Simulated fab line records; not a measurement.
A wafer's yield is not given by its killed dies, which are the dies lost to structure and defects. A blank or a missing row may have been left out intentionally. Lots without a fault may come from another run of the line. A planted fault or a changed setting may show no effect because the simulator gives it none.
One fault seen from 3 desks ; flow nandHarc ; each desk has only its own numbers; what lay behind them comes last

== THE TOOL OWNER'S DESK: cmp-02 ==
The tool's own readings at NHARC_A_BONDPAD_CMP_19 (polishes, t overpolish 30 s, cu recess touch 16 s, target thk 169.82 nm): means of the sampled wafers that have a number, for each lot that ran on this tool. If a lot's mean is further than 4 standard deviations from the usual mean, the lot is out of limits and carries the mark OUT (the distance appears in the brackets).
Columns: A = motorCurrentA at NHARC_A_BONDPAD_CMP_19, usual 12.3 A; B = overpolishRunS at NHARC_A_BONDPAD_CMP_19, usual 30.000 s
lot;first seen here;A;B
L946;day 24 14:11;12.1;29.996
L951;day 26 19:42;12.1;29.998
L955;day 28 20:49;12.5;29.990
L956;day 29 02:20;13.6;30.002
L958;day 29 14:49;13.0;29.994
This desk found nothing out of limits on any of the 5 lots.

== THE DEFECT DESK ==
Inspection counts along the route, by lot: the mean over sampled wafers that carry a number. If a lot's mean is further than 4 standard deviations from the usual mean, the lot is out of limits and carries the mark OUT (the distance appears in the brackets).
Columns: A = rawDefectCount at NHARC_A_BONDPAD_INSPECT_23, usual 554
lot;first seen here;A
L943;day 23 12:47;589
L946;day 24 14:44;591
L945;day 25 00:10;670
L948;day 25 18:26;458
L952;day 26 17:48;627
L950;day 26 19:04;426
L951;day 26 20:15;570
L955;day 28 21:19;476
L956;day 29 02:53;992
L957;day 29 03:20;508
L958;day 29 15:20;910
L965;day 32 17:32;641
This desk found nothing out of limits on any of the 12 lots.

== THE METROLOGY DESK ==
Means of the sampled wafers that have a number, per lot and without regard to the tool the lot ran on: this is what the gauges read. If a lot's mean is further than 4 standard deviations from the usual mean, the lot is out of limits and carries the mark OUT (the distance appears in the brackets).
Columns: A = cdNm at NHARC_A_BONDPAD_CD_MEAS_13, usual 499.5 nm
lot;first seen here;A
L943;day 23 10:33;497.9
L946;day 24 12:17;499.7
L945;day 24 21:52;497.7
L948;day 25 16:13;498.0
L952;day 26 15:32;499.2
L950;day 26 16:44;496.6
L951;day 26 17:57;499.3
L955;day 28 19:04;502.0
L956;day 29 00:29;500.6
L957;day 29 01:05;498.6
L958;day 29 13:07;503.0
L965;day 32 15:18;499.6
This desk found nothing out of limits on any of the 12 lots.

== ALL TOGETHER ==
The tool owner's desk saw nothing out of limits.
Nothing the defect desk looked at was out of limits.
The metrology desk saw nothing out of limits.

== WHAT THE SIMULATOR HAD INSERTED ==
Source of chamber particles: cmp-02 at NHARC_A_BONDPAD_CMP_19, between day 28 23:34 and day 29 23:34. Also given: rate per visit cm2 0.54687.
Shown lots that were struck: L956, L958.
